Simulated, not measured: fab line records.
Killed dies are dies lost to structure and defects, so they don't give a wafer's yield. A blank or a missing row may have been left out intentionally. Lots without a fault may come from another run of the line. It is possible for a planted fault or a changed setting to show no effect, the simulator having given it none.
Matching of chambers || flow nand-harc || rie-diel-10 running NHARC_P_M2_DESCUM_14: 4 sister chambers
The step chemistry O2, time 3 s. 20 wafers are shown with their chamber, then 10 later ones without.

WAFERS, EACH WITH ITS CHAMBER
{"wafer": "L074.1", "chamber": 0, "drypump-motor-current-A (A)": 5.5, "oes-product-au (a.u.)": 1.017, "throttle-valve-pct (%)": 11.300}
{"wafer": "L074.3", "chamber": 1, "drypump-motor-current-A (A)": 5.4, "oes-product-au (a.u.)": 0.978, "throttle-valve-pct (%)": 11.319}
{"wafer": "L074.5", "chamber": 1, "drypump-motor-current-A (A)": 5.4, "oes-product-au (a.u.)": 0.979, "throttle-valve-pct (%)": 11.323}
{"wafer": "L074.2", "chamber": 3, "drypump-motor-current-A (A)": 6.4, "oes-product-au (a.u.)": 1.006, "throttle-valve-pct (%)": 11.310}
{"wafer": "L074.4", "chamber": 2, "drypump-motor-current-A (A)": 5.7, "oes-product-au (a.u.)": 0.993, "throttle-valve-pct (%)": 11.308}
{"wafer": "L074.6", "chamber": 0, "drypump-motor-current-A (A)": 5.5, "oes-product-au (a.u.)": 1.017, "throttle-valve-pct (%)": 11.307}
{"wafer": "L080.1", "chamber": 3, "drypump-motor-current-A (A)": 6.4, "oes-product-au (a.u.)": 0.990, "throttle-valve-pct (%)": 11.299}
{"wafer": "L080.4", "chamber": 2, "drypump-motor-current-A (A)": 5.7, "oes-product-au (a.u.)": 0.996, "throttle-valve-pct (%)": 11.314}
{"wafer": "L080.5", "chamber": 3, "drypump-motor-current-A (A)": 6.4, "oes-product-au (a.u.)": 1.000, "throttle-valve-pct (%)": 11.300}
{"wafer": "L082.2", "chamber": 1, "drypump-motor-current-A (A)": 5.4, "oes-product-au (a.u.)": 0.983, "throttle-valve-pct (%)": 11.315}
{"wafer": "L082.3", "chamber": 3, "drypump-motor-current-A (A)": 6.4, "oes-product-au (a.u.)": 1.001, "throttle-valve-pct (%)": 11.302}
{"wafer": "L082.6", "chamber": 2, "drypump-motor-current-A (A)": 5.7, "oes-product-au (a.u.)": 1.003, "throttle-valve-pct (%)": 11.312}
{"wafer": "L082.1", "chamber": 0, "drypump-motor-current-A (A)": 5.6, "oes-product-au (a.u.)": 1.014, "throttle-valve-pct (%)": 11.306}
{"wafer": "L082.4", "chamber": 2, "drypump-motor-current-A (A)": 5.7, "oes-product-au (a.u.)": 1.004, "throttle-valve-pct (%)": 11.321}
{"wafer": "L082.5", "chamber": 1, "drypump-motor-current-A (A)": 5.4, "oes-product-au (a.u.)": 0.999, "throttle-valve-pct (%)": 11.304}
{"wafer": "L084.1", "chamber": 3, "drypump-motor-current-A (A)": 6.4, "oes-product-au (a.u.)": 0.998, "throttle-valve-pct (%)": 11.293}
{"wafer": "L084.3", "chamber": 0, "drypump-motor-current-A (A)": 5.6, "oes-product-au (a.u.)": 0.994, "throttle-valve-pct (%)": 11.325}
{"wafer": "L084.5", "chamber": 2, "drypump-motor-current-A (A)": 5.7, "oes-product-au (a.u.)": 0.996, "throttle-valve-pct (%)": 11.303}
{"wafer": "L088.1", "chamber": 1, "drypump-motor-current-A (A)": 5.4, "oes-product-au (a.u.)": 0.984, "throttle-valve-pct (%)": 11.307}
{"wafer": "L088.3", "chamber": 0, "drypump-motor-current-A (A)": 5.6, "oes-product-au (a.u.)": 1.002, "throttle-valve-pct (%)": 11.317}

SIGNATURES (means of the wafers above)
{"reading": "drypump-motor-current-A", "chamber 0": 5.560, "chamber 1": 5.400, "chamber 2": 5.700, "chamber 3": 6.400, "scatter within a chamber": 0.0274}
{"reading": "oes-product-au", "chamber 0": 1.00880, "chamber 1": 0.98460, "chamber 2": 0.99840, "chamber 3": 0.99900, "scatter within a chamber": 0.00767}
{"reading": "throttle-valve-pct", "chamber 0": 11.31100, "chamber 1": 11.31360, "chamber 2": 11.31160, "chamber 3": 11.30080, "scatter within a chamber": 0.00783}
Rule: for a wafer and a chamber, the distance is found by dividing, reading by reading, the gap between the wafer's reading and the chamber's mean by the reading's scatter, squaring, summing and taking the root. The wafer belongs to the nearest chamber; if the next one is less than 2 further off, it can't be placed. How the scatter is found: for the shown wafers, subtract from each reading the mean of its chamber, square and add these, divide the total by (wafers less chambers), then take the root.

WAFERS MISSING THEIR CHAMBER
{"wafer": "L088.5", "drypump-motor-current-A (A)": 5.7, "oes-product-au (a.u.)": 1.000, "throttle-valve-pct (%)": 11.317}
{"wafer": "L089.3", "drypump-motor-current-A (A)": 6.4, "oes-product-au (a.u.)": 1.002, "throttle-valve-pct (%)": 11.313}
{"wafer": "L089.5", "drypump-motor-current-A (A)": 5.6, "oes-product-au (a.u.)": 1.011, "throttle-valve-pct (%)": 11.315}
{"wafer": "L089.6", "drypump-motor-current-A (A)": 5.4, "oes-product-au (a.u.)": 0.994, "throttle-valve-pct (%)": 11.305}
{"wafer": "L090.1", "drypump-motor-current-A (A)": 6.4, "oes-product-au (a.u.)": 0.995, "throttle-valve-pct (%)": 11.320}
{"wafer": "L090.2", "drypump-motor-current-A (A)": 5.6, "oes-product-au (a.u.)": 1.012, "throttle-valve-pct (%)": 11.313}
{"wafer": "L090.4", "drypump-motor-current-A (A)": 5.7, "oes-product-au (a.u.)": 1.005, "throttle-valve-pct (%)": 11.304}
{"wafer": "L091.4", "drypump-motor-current-A (A)": 6.4, "oes-product-au (a.u.)": 0.998, "throttle-valve-pct (%)": 11.306}
{"wafer": "L091.5", "drypump-motor-current-A (A)": 5.7, "oes-product-au (a.u.)": 1.001, "throttle-valve-pct (%)": 11.316}
{"wafer": "L091.6", "drypump-motor-current-A (A)": 6.4, "oes-product-au (a.u.)": 0.998, "throttle-valve-pct (%)": 11.303}

THE CHAMBER EACH PASSED THROUGH
{"wafer": "L088.5", "from the rows above": 2, "in truth": 2}
{"wafer": "L089.3", "from the rows above": 3, "in truth": 3}
{"wafer": "L089.5", "from the rows above": 0, "in truth": 0}
{"wafer": "L089.6", "from the rows above": 1, "in truth": 1}
{"wafer": "L090.1", "from the rows above": 3, "in truth": 3}
{"wafer": "L090.2", "from the rows above": 0, "in truth": 0}
{"wafer": "L090.4", "from the rows above": 2, "in truth": 2}
{"wafer": "L091.4", "from the rows above": 3, "in truth": 3}
{"wafer": "L091.5", "from the rows above": 2, "in truth": 2}
{"wafer": "L091.6", "from the rows above": 3, "in truth": 3}
Correct placement for 10 of the 10. Number that these rows cannot place: 0. Wrongly placed: 0.
